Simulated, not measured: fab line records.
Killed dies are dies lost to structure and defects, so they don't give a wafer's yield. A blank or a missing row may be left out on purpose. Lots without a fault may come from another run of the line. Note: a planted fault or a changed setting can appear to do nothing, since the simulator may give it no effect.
Chamber matching :: flow n5Finfet :: N5_BEOL_M7_ALD_77 on aldMetal-03: 4 sister chambers
The step deposits TaN, target thk 2 nm, pulse time 2 s, purge time 3 s. 8 wafers are shown with their chamber, then 8 later ones without.

WAFERS PAIRED WITH THEIR CHAMBERS
wafer: L080.3
chamber: 3
heaterPowerW (W): 537

wafer: L086.1
chamber: 0
heaterPowerW (W): 363

wafer: L088.5
chamber: 2
heaterPowerW (W): 440

wafer: L088.6
chamber: 1
heaterPowerW (W): 381

wafer: L091.1
chamber: 2
heaterPowerW (W): 435

wafer: L091.3
chamber: 1
heaterPowerW (W): 396

wafer: L091.5
chamber: 0
heaterPowerW (W): 361

wafer: L092.1
chamber: 3
heaterPowerW (W): 551

WAFERS MISSING THEIR CHAMBER
wafer: L092.2
heaterPowerW (W): 439

wafer: L092.6
heaterPowerW (W): 349

wafer: L096.2
heaterPowerW (W): 364

wafer: L096.3
heaterPowerW (W): 393

wafer: L096.5
heaterPowerW (W): 358

wafer: L097.1
heaterPowerW (W): 352

wafer: L097.3
heaterPowerW (W): 435

wafer: L097.5
heaterPowerW (W): 421

WHICH CHAMBER EACH WENT THROUGH
wafer: L092.2
from the rows above: 2
in truth: 2

wafer: L092.6
from the rows above: 0
in truth: 0

wafer: L096.2
from the rows above: 0
in truth: 0

wafer: L096.3
from the rows above: 1
in truth: 1

wafer: L096.5
from the rows above: 0
in truth: 0

wafer: L097.1
from the rows above: 0
in truth: 0

wafer: L097.3
from the rows above: 2
in truth: 2

wafer: L097.5
from the rows above: 2
in truth: 2
Correctly placed: 8 of 8. Number that these rows cannot place: 0. Number placed wrongly: 0.
How it was worked out, from the rows above alone: a wafer's distance from a chamber is the root of the sum, over the readings, of the square of ((its reading less the chamber's mean) divided by the reading's scatter). If the next closest chamber is less than 2 further off than the closest, the wafer can't be placed; otherwise it belongs to the closest. Each chamber's mean is taken over the wafers shown for it. How the scatter is found: for the shown wafers, subtract from each reading the mean of its chamber, square and add these, divide the total by (wafers less chambers), then take the root.
